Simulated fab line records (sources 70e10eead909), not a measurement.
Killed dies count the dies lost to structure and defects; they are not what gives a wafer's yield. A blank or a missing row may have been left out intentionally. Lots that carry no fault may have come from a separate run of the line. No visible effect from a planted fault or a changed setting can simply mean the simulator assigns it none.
Comparing a struck lot with a sound one :: flow nand-harc :: 17 steps out of a route of 1159
Sound: wafers L489.1, L489.3, L489.6. Struck: wafers L500.4, L500.5, L500.6. The cause is named last.
Order at every step that has rows: each side's tool, ch and its chambers, its first start. Under that, the readings that differ: sound wafers :: struck wafers :: difference of the means :: sigmas: that difference in standard deviations of wafers without a fault.
alike: a reading whose means differ by less than 2 such deviations, as well as words and numbers matching on both sides. not compared: withheld readings; readings where some wafer has no value; bounds like >300 that might hide an equal value; numbers whose values overlap and for which the record gives no deviation.
Wherever a step has rows on one side only, a row that says differs or no value, or a row with sigmas, the two part there. Numbers that have no deviation but don't overlap get no sigmas and don't part them. A reading that every wafer of one side lacks parts them only if that side has two wafers or more.

first, 5 steps without rows for these wafers: NHARC_P_GATE_STRIP_15 (strips in SPM, time 780 s); NHARC_P_GATE_PRECLEAN_71 (cleans in SC1); NHARC_P_GATE_SRD_72; NHARC_P_GATE_OXIDE_16 (material SiO2, target thk 3 nm, ox time 392 s); NHARC_P_GATE_CVD_17 (deposits poly-Si, target thk 150 nm, time 900 s).
NHARC_P_GATE_HM_DEP_102: deposits aC, target thk 120 nm.
  sound on acl-dep-01 ch 0, day 6 13:02; struck on acl-dep-02 ch 0, day 8 23:58
  alike: throttle-valve-pct
NHARC_P_GATE_DEP_103: deposits SiON, target thk 30 nm.
  sound on pecvd-04 ch 0,1,2, day 6 13:46; struck on pecvd-01 ch 1,2, day 9 00:24
  alike: heater-power-w
  not compared: since-wet-clean-h
then, 5 steps without rows for these wafers: NHARC_P_GATE_DEHYDRATE_18 (time 120 s); NHARC_P_GATE_HMDS_19 (time 30 s); NHARC_P_GATE_COAT_20 (resist thk 90 nm); NHARC_P_GATE_SOFTBAKE_21 (time 55 s); NHARC_P_GATE_EBR_22.
NHARC_P_GATE_EXPOSE_23: exposes mask P GATE, target cd 120 nm.
  sound on arfi-scanner-01 ch 0, day 6 14:23; struck on arfi-scanner-01 ch 0, day 9 00:57
reading: exposure-dose-mJ-cm2
sound: 93.93 93.92 93.99
struck: 56.56 56.82 56.74
difference: -37.24
sigmas: -99 or more
  alike: mask, stage-vel-mm-s
then, 2 steps without rows for these wafers: NHARC_P_GATE_PEB_24 (peb time 65 s); NHARC_P_GATE_DEVELOP_25 (develop time 35 s).
NHARC_P_GATE_CD_MEAS_26: target cd 120 nm.
  sound on cd-sem-03 ch 0, day 6 14:31; struck on cd-sem-01 ch 0
reading: cd-nm (nm)
sound: 120.3 120.7 120.7
struck: 149.3 149.3 149.6
difference: +28.8
sigmas: +55
  not compared: hold
NHARC_END_SORT_01:
  the record has rows for the sound wafers here (prober-02 ch 0, day 21 22:35) and none for the struck ones

== WHERE THEY PART ==
At NHARC_P_GATE_EXPOSE_23 first; at NHARC_END_SORT_01 last (within this record only).

WHY: what the simulator had put in
Process parameter drift: arfi-scanner-01, from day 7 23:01 on, at NHARC_P_GATE_EXPOSE_23. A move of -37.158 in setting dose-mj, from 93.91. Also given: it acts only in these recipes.
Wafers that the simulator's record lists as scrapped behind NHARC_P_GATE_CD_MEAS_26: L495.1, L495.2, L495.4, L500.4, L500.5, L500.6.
